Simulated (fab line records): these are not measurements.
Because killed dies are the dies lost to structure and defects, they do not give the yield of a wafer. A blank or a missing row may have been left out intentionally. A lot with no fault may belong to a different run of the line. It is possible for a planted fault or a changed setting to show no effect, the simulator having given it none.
The tool behind it: which one? ; flow nandHarc ; 18 wafers from 6 lots sampled at 2 of the route's 1159 steps

WHAT EACH GAUGE READ, for each wafer
NHARC_A_CHANNEL_HOLE_D1_INSPECT_40.
lot;measured;on;rawDefectCount
L652;day 8 22:34;defectInspect-02;53 71 95
L654;day 9 15:46;defectInspect-02;61 44 40
L657;day 10 09:54;defectInspect-01;376 424 412
L668;day 12 23:16;defectInspect-02;85 87 78
L672;day 13 18:47;defectInspect-01;98 96 72
L674;day 14 15:43;defectInspect-02;77 65 38

WHAT TOOL EACH LOT RAN ON (gives the tool, then ch and the chambers of the sampled wafers, and finally the start)
lot;NHARC_A_CHANNEL_HOLE_D1_ETCH_19
L652;harEtch-01 ch 0,1, day 8 16:55
L654;harEtch-01 ch 0,1, day 9 09:37
L657;harEtch-02 ch 1, day 10 04:09
L668;harEtch-01 ch 0,1, day 12 17:35
L672;harEtch-01 ch 0,1, day 13 13:07
L674;harEtch-02 ch 0,1, day 14 09:59
- NHARC_A_CHANNEL_HOLE_D1_ETCH_19: etches the open film in C4F8/O2/Ar, time 34.5 s.

THE ANSWER, worked out from the rows above alone
Rule: the lots themselves supply what counts as usual. The widest of any qualifying gaps counts: lots, ordered by their means at a reading, are off when they make up no more than a third of the lots, leave a main group of 4 or more, and stand apart from it by 3 or more times the standard deviation of that group's means. Not used: any main group whose means are identical at the precision the tables above print for the reading. A lot without any number at a reading at which 4 lots or more have one is off too. The other lots that the step has rows for count as sound.
Off: L657 (NHARC_A_CHANNEL_HOLE_D1_INSPECT_40, rawDefectCount). The main group: mean 71, standard deviation 15.
If a tool, at a process step before that reading, ran all the lots that are off and no sound lot after the first of them, it fits. Those tools and the gauges at NHARC_A_CHANNEL_HOLE_D1_INSPECT_40 are tried in the same way. No candidate that was tried fits.

WHAT THE SIMULATOR HAD PUT IN
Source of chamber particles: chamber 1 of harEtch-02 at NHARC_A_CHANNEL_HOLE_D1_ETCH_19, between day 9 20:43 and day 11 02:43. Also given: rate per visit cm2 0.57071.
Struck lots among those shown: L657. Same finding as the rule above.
